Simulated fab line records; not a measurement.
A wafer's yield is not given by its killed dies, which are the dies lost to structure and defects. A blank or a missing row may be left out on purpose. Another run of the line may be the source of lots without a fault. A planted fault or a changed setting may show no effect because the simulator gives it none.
Which tool did it? -- flow n5Finfet -- 10 lots with 28 wafers sampled at 2 steps, on a route of 1938 steps

## WHAT THE GAUGES READ, wafer by wafer
N5_BEOL_M14_THK_MEAS_50: measures by xrf.
lot,measured,on,M14_THK (nm)
L519,day 12 05:27,filmMetro-01,554 584 541
L527,day 13 23:33,filmMetro-02,582 586
L529,day 14 11:00,filmMetro-01,588 584 585
L530,day 14 18:04,filmMetro-01,593 565
L532,day 14 18:48,filmMetro-02,577 586 573
L534,day 15 13:02,filmMetro-01,577 573 552
L533,day 15 18:55,filmMetro-01,560 582 583
L536,day 16 16:40,filmMetro-01,588 567 570
L537,day 17 17:47,filmMetro-01,578 578 584
L540,day 18 01:36,filmMetro-02,532 546 539

## WHICH TOOL RAN EACH LOT (tool, then ch and the chambers of the sampled wafers, then the start)
lot,N5_BEOL_M14_STRIP_37
L519,"rieDiel-05 ch 0,1,2, day 12 03:40"
L527,"rieDiel-05 ch 1,2, day 13 22:05"
L529,"rieDiel-06 ch 0,1, day 14 08:43"
L530,"rieDiel-05 ch 0,1, day 14 16:13"
L532,"rieDiel-06 ch 1,3, day 14 16:20"
L534,"rieDiel-01 ch 0,2,3, day 15 03:05"
L533,"rieDiel-06 ch 0,1,3, day 15 16:14"
L536,"rieDiel-05 ch 0,1, day 16 14:47"
L537,"rieDiel-01 ch 0,2,3, day 17 16:05"
L540,"rieDiel-06 ch 0,3, day 17 23:24"
- N5_BEOL_M14_STRIP_37: strips in O2.

## THE ANSWER, worked out from the rows above alone
Rule: the lots themselves supply what counts as usual. The widest of any qualifying gaps counts: lots, ordered by their means at a reading, are off when they make up no more than a third of the lots, leave a main group of 4 or more, and stand apart from it by 3 or more times the standard deviation of that group's means. Not used: any main group whose means are identical at the precision the tables above print for the reading. A lot without any number at a reading at which 4 lots or more have one is off too. The other lots that the step has rows for count as sound.
No lot is off on any of the readings shown, so nothing can be concluded from this.

## WHAT THE SIMULATOR PUT IN
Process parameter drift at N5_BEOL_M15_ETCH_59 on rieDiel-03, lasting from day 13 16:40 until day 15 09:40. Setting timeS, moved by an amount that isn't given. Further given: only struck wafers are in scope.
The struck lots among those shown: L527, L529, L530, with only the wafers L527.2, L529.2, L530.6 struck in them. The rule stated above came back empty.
